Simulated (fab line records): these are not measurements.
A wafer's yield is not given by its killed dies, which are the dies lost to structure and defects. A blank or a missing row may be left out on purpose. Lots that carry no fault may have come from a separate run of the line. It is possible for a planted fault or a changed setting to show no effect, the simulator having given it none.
The tool behind it: which one?    flow n5-finfet    Sampling: 6 lots, 18 wafers, 3 of 1938 route steps

## WHAT THE GAUGES READ, wafer by wafer
N5_BEOL_M5_INSPECT_58: inspects for defects (darkfield).
lot   measured      on                 raw-defect-count
L837  day 9 18:44   defect-inspect-02  88 77 63
L839  day 10 06:33  defect-inspect-02  71 56 84
L851  day 13 01:19  defect-inspect-01  64 44 57
L854  day 14 01:56  defect-inspect-01  74 42 61
L855  day 14 11:21  defect-inspect-01  55 67 71
L856  day 14 21:44  defect-inspect-02  95 56 67

## TOOL THAT RAN EACH LOT (tool first, then ch and the chambers of the sampled wafers, then the start)
lot   N5_BEOL_M5_SPUTTER_88         N5_BEOL_M5_CO_CAP_78
L837  pvd-sputter-03, day 9 16:19   cvd-co-01 ch 0,2, day 9 18:29
L839  pvd-sputter-02, day 10 04:08  cvd-co-01 ch 0,1,2, day 10 06:19
L851  pvd-sputter-01, day 12 22:49  cvd-co-02 ch 0,1,2, day 13 01:07
L854  pvd-sputter-03, day 13 23:29  cvd-co-02 ch 0,2, day 14 01:44
L855  pvd-sputter-01, day 14 09:11  cvd-co-02 ch 0,1,2, day 14 11:08
L856  pvd-sputter-02, day 14 19:30  cvd-co-02 ch 0,2, day 14 21:29
- N5_BEOL_M5_SPUTTER_88: material Cu, target thk 15 nm, time 27.62 s.
- N5_BEOL_M5_CO_CAP_78: material Co, precursor CCTBA/H2, target thk 2 nm, time 102.1 s.

## THE ANSWER, worked out from the rows above alone
Rule: the usual values come from the lots themselves. The widest of any qualifying gaps counts: lots, ordered by their means at a reading, are off when they make up no more than a third of the lots, leave a main group of 4 or more, and stand apart from it by 3 or more times the standard deviation of that group's means. A main group whose means are all the same, to the digits that the tables above print for the reading, isn't used. A lot without any number at a reading at which 4 lots or more have one is off too. All remaining lots with rows at the step are treated as sound.
No lot is off at any reading shown: from this, nothing can be told.

## WHAT WAS PUT IN BY THE SIMULATOR
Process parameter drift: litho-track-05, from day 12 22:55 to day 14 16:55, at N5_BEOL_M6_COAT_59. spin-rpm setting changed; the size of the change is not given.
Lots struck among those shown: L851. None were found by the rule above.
